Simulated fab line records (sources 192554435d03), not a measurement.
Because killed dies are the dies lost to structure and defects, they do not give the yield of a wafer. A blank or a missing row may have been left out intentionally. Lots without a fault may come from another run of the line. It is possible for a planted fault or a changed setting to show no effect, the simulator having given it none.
Code-filled problem report in 8D (eight disciplines) form	flow n5_finfet	the parts of the form that need people (team, actions taken, sign-off) are left out

== 1. PROBLEM STATEMENT ==
Wafers with no fault read 151 nm with a standard deviation of 3.4, whereas trench_depth_nm at N5_BEOL_M11_OCD_MEAS_38 reads a mean of 192 nm on 1 wafer of 1 lot. That puts it +12 standard deviations away from the usual mean.
Seen first at day 16 19:10 on ocd-01, wafer L487.5. The record has a number at this step for 21 wafers belonging to 7 lots. Rule for "out" (also "out of limits"): further than 4 standard deviations from the usual mean. Any other wafer with a number is counted as sound.

== 2. WHAT IT IS, AND WHAT IT ISN'T ==
question	is	is not
which readings at this step	trench_depth_nm	-
which lots	L487	L474, L475, L480, L481, L488, L496
which wafers of those lots	L487.5	L487.3, L487.6
read on which gauges	ocd-01	ocd-02
when	from day 16 19:10	up to then (17 sound wafers); but 3 sound wafers of L496 came after

== 3. THE SUSPECTS, EACH WITH WHAT RULES IT OUT ==
Counting: a tool at a process step up to the reading stays a suspect if it ran every lot that is out. Sound lots after the first of them don't rule it out here, since some wafers of a struck lot are sound.
- the gauge at N5_BEOL_M11_OCD_MEAS_38 is ruled out. All the wafers that are out were read on ocd-01, but those of them that N5_BEOL_M11_TRENCH_ETCH_37 has rows for are out there too, on other tools.
- rie_diel-06 at N5_BEOL_M11_TRENCH_ETCH_37 (etches SiCOH lowk in C4F6/O2, target depth 148.83 nm, time 48 s): kept. L487, the lot that is out, went through it at day 16 18:59; up to then, the latest sound lot through it was L488 at day 16 18:31. Its own readings are out on those wafers: run_length_s.
- At N5_BEOL_M11_TRENCH_ETCH_37, inside rie_diel-06: chamber 3 took the wafers that are out, while their sound lot-mates went through chambers 0, 2.
After counting, what remains is rie_diel-06 at N5_BEOL_M11_TRENCH_ETCH_37.

== 4. THE CAUSE (what the simulator had put in) ==
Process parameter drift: rie_diel-06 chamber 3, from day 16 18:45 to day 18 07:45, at N5_BEOL_M11_TRENCH_ETCH_37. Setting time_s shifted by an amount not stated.
Counting left only this tool.

== 5. THE EFFECT CHAIN, in route order ==
Rows list readings where the struck wafers' mean (over those with a number) sits beyond 3 standard deviations from the usual. Scope: only readings with a usual standard deviation given in the record; hours: median across lots of the time from each lot's start at the first step in this table that gives one to its start at this step; sigmas: change in usual standard deviations.
hours	step	reading	usual	on struck wafers	change	sigmas
0	N5_BEOL_M11_TRENCH_ETCH_37	run_length_s	71.1 s	85.1	+14.0	+27
0	N5_BEOL_M11_OCD_MEAS_38	trench_depth_nm	151 nm	192	+41	+12
3	N5_BEOL_M11_THK_MEAS_53	M11_THK	145 nm	187	+42	+11
4	N5_BEOL_M11_RS_MEAS_57	M11_RS	0.148 ohm/sq	0.112	-0.036	-8.8
32	N5_BEOL_M15_RC_MEAS_101	SERP_M11	3.02 ohm/um	2.37	-0.65	-6.5
32	N5_BEOL_M15_RC_MEAS_101	SERP_M11_max_site	3.11 ohm/um	2.47	-0.64	-5.8
It contains these process steps:
- N5_BEOL_M11_TRENCH_ETCH_37: etches SiCOH lowk in C4F6/O2, target depth 148.83 nm, time 48 s.

== 6. HOW IT WOULD HAVE BEEN CAUGHT EARLIER ==
The first out-of-limits reading at a measuring or inspecting step in this record came at day 16 19:10, 0 hours after the fault's start at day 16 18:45.
The tool's own readings at N5_BEOL_M11_TRENCH_ETCH_37 were out on every struck wafer that the step has a row for (run_length_s): an alarm limit on them would have fired on the first of those.
By day 16 19:10 the whole set of lots that are out, 1 in number, had already begun N5_BEOL_M11_TRENCH_ETCH_37 on rie_diel-06. Tool hold at that time: it would have spared none of them.
